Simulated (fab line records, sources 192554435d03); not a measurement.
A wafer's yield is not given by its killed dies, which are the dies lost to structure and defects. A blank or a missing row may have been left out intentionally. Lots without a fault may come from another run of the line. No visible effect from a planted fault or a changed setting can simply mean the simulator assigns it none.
Split-lot experiment	flow n5Finfet	21 wafers read from 7 lots, route of 1938 steps

== ABOUT THE SPLIT ==
At N5_BEOL_M11_ETCH_62 (etches SOC in N2/H2, target depth 110 nm, overetch 22 nm, time 165 s), the setting timeS was moved away from the recipe's 165 s on 5 of the 21 wafers read, by -15.3% to -13.0%. This setting was run at the recipe's value on the other wafers.

The reading is taken at the split's own step.

== THE READING ==
SiARC_of_BEOL_M11_COAT_60.thkNm (the simulator's own value, which no gauge read), in nm, at N5_BEOL_M11_ETCH_62 (etches SOC in N2/H2, target depth 110 nm, overetch 22 nm, time 165 s). The file does not state a usual value for it. The 16 wafers here that ran the recipe average 23.6 nm, standard deviation 0.15 nm.

wafer	tool, chamber at the split	timeS as run, s	against the recipe	SiARC_of_BEOL_M11_COAT_60.thkNm, nm	against lot-mates on the recipe
L075.4	rieDiel-06, 1,3	165	recipe	23.8	-
L075.5	rieDiel-06, 1,3	165	recipe	23.8	-
L075.6	rieDiel-06, 0	165	recipe	23.6	-
L077.1	rieDiel-01, 1,2,0	165	recipe	23.6	-
L077.2	rieDiel-01, 1,2,0	165	recipe	23.6	-
L077.5	rieDiel-01, 1,2,0	165	recipe	23.6	-
L076.1	rieDiel-04, 0,1,2	165	recipe	23.4	-
L076.3	rieDiel-04, 0,1,2	165	recipe	23.4	-
L076.6	rieDiel-04, 0,1,2	165	recipe	23.4	-
L078.1	rieDiel-04, 0,1	165	recipe	23.4	-
L078.4	rieDiel-04, 0,1	165	recipe	23.4	-
L078.5	rieDiel-04, 0	165	recipe	23.6	-
L092.3	rieDiel-06, 0	143.5	-13.0%	24.2	+0.8
L092.4	rieDiel-06, 3,0	165	recipe	23.4	-
L092.5	rieDiel-06, 3,0	165	recipe	23.4	-
L095.3	rieDiel-06, 0	139.7	-15.3%	24.6	+1.0
L095.5	rieDiel-06, 0	139.7	-15.3%	24.6	+1.0
L095.4	rieDiel-06, 3	165	recipe	23.6	-
L096.1	rieDiel-01, 1	165	recipe	23.8	-
L096.2	rieDiel-01, 3,0	142.8	-13.5%	24.4	+0.6
L096.4	rieDiel-01, 3,0	142.8	-13.5%	24.4	+0.6
The file does not say which wafer passed through which chamber wherever a row lists several chambers: such a row stands for several wafers.

THE FIT
A straight line over all 21 wafers: SiARC_of_BEOL_M11_COAT_60.thkNm changes by -0.0635 nm for each +1% of timeS; r = -0.94; the points scatter about the line by 0.15 nm.
The same after taking each lot's own level away (the mean of its wafers on the recipe; 21 wafers): -0.0573 nm for each +1%; r = -0.97; scatter 0.087 nm.
On that fit, the largest move of timeS shifts the reading by 0.88 nm.
The lots' own levels span 23.40 to 23.80 nm, that is 2.7 times the standard deviation above.
Hence the slope depends on the lot-to-lot level, as the two fits are not the same.
Check: for one of the wafers moved furthest among these (-15.3%), held out of the fit, the line's prediction against its lot-mates is +0.838 nm. It came out at +1 nm against them.

== FILE'S OWN FIT ==
SiARC_of_BEOL_M11_COAT_60.thkNm changes by -0.0577 nm for each +1% of timeS, r = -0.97.
